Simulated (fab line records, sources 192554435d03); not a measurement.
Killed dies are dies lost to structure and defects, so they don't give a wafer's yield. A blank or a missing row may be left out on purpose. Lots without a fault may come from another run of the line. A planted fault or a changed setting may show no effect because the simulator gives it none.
Chamber matching | flow n5_finfet | N5_BEOL_M11_ETCH_62 on rie_diel-06: 4 sister chambers
The step etches SOC in N2/H2, target depth 110 nm, overetch 22 nm, time 165 s. 20 wafers are shown with their chamber, then 10 later ones without.

WAFERS WITH THEIR CHAMBER
wafer  | chamber | drypump_motor_current_A (A) | showerhead_plenum_p_Torr (Torr) | throttle_valve_pct (%)
L074.1 | 0       | 5.7                         | 2.61                            | 17.90
L074.2 | 2       | 5.2                         | 2.57                            | 18.05
L074.5 | 2       | 5.2                         | 2.57                            | 18.04
L075.1 | 3       | 5.8                         | 2.60                            | 17.43
L075.2 | 0       | 5.8                         | 2.61                            | 17.90
L075.3 | 1       | 5.9                         | 2.50                            | 18.36
L076.3 | 2       | 5.2                         | 2.57                            | 18.06
L076.4 | 0       | 5.7                         | 2.61                            | 17.93
L076.6 | 2       | 5.2                         | 2.57                            | 18.05
L077.4 | 3       | 5.8                         | 2.59                            | 17.45
L077.5 | 2       | 5.2                         | 2.56                            | 18.06
L077.6 | 1       | 5.9                         | 2.50                            | 18.36
L081.3 | 0       | 5.7                         | 2.61                            | 17.47
L081.5 | 1       | 5.9                         | 2.50                            | 18.39
L081.6 | 0       | 5.7                         | 2.61                            | 17.46
L091.1 | 0       | 5.7                         | 2.60                            | 17.51
L091.4 | 3       | 5.8                         | 2.58                            | 17.49
L091.6 | 3       | 5.8                         | 2.58                            | 17.47
L093.1 | 3       | 5.8                         | 2.58                            | 17.50
L093.3 | 0       | 5.7                         | 2.59                            | 17.52

SIGNATURES (means of the wafers above)
reading                  | chamber 0 | chamber 1 | chamber 2 | chamber 3 | scatter within a chamber
drypump_motor_current_A  | 5.714     | 5.900     | 5.200     | 5.800     | 0.0231
showerhead_plenum_p_Torr | 2.6057    | 2.5000    | 2.5680    | 2.5860    | 0.00694
throttle_valve_pct       | 17.6700   | 18.3700   | 18.0520   | 17.4680   | 0.139
Rule: a wafer's distance from a chamber is the root of the sum, over the readings, of the square of ((its reading less the chamber's mean) divided by the reading's scatter). The wafer belongs to the nearest chamber; if the next one is less than 2 further off, it can't be placed. The scatter: the root of (the sum of the squares of (reading less its chamber's mean) over the shown wafers, divided by (wafers less chambers)).

WAFERS WITHOUT THEIR CHAMBER
wafer  | drypump_motor_current_A (A) | showerhead_plenum_p_Torr (Torr) | throttle_valve_pct (%)
L093.4 | 5.2                         | 2.55                            | 18.10
L094.1 | 5.8                         | 2.59                            | 17.54
L094.5 | 5.7                         | 2.59                            | 17.54
L094.6 | 5.9                         | 2.49                            | 17.99
L095.2 | 5.8                         | 2.58                            | 17.50
L095.5 | 5.9                         | 2.49                            | 17.99
L095.6 | 5.2                         | 2.55                            | 18.11
L096.1 | 5.8                         | 2.59                            | 17.52
L096.2 | 5.2                         | 2.55                            | 18.13
L096.3 | 5.8                         | 2.58                            | 17.50

WHICH CHAMBER EACH WENT THROUGH
wafer  | from the rows above     | in truth
L093.4 | 2                       | 2
L094.1 | 3                       | 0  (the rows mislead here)
L094.5 | can't be placed: 0 or 3 | 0
L094.6 | 1                       | 1
L095.2 | 3                       | 3
L095.5 | 1                       | 1
L095.6 | 2                       | 2
L096.1 | 3                       | 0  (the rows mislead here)
L096.2 | 2                       | 2
L096.3 | 3                       | 3
Placed correctly: 7 of 10. Can't be placed from these rows: 1 (the true chamber is among the candidates in 1). Placed wrongly: 2.
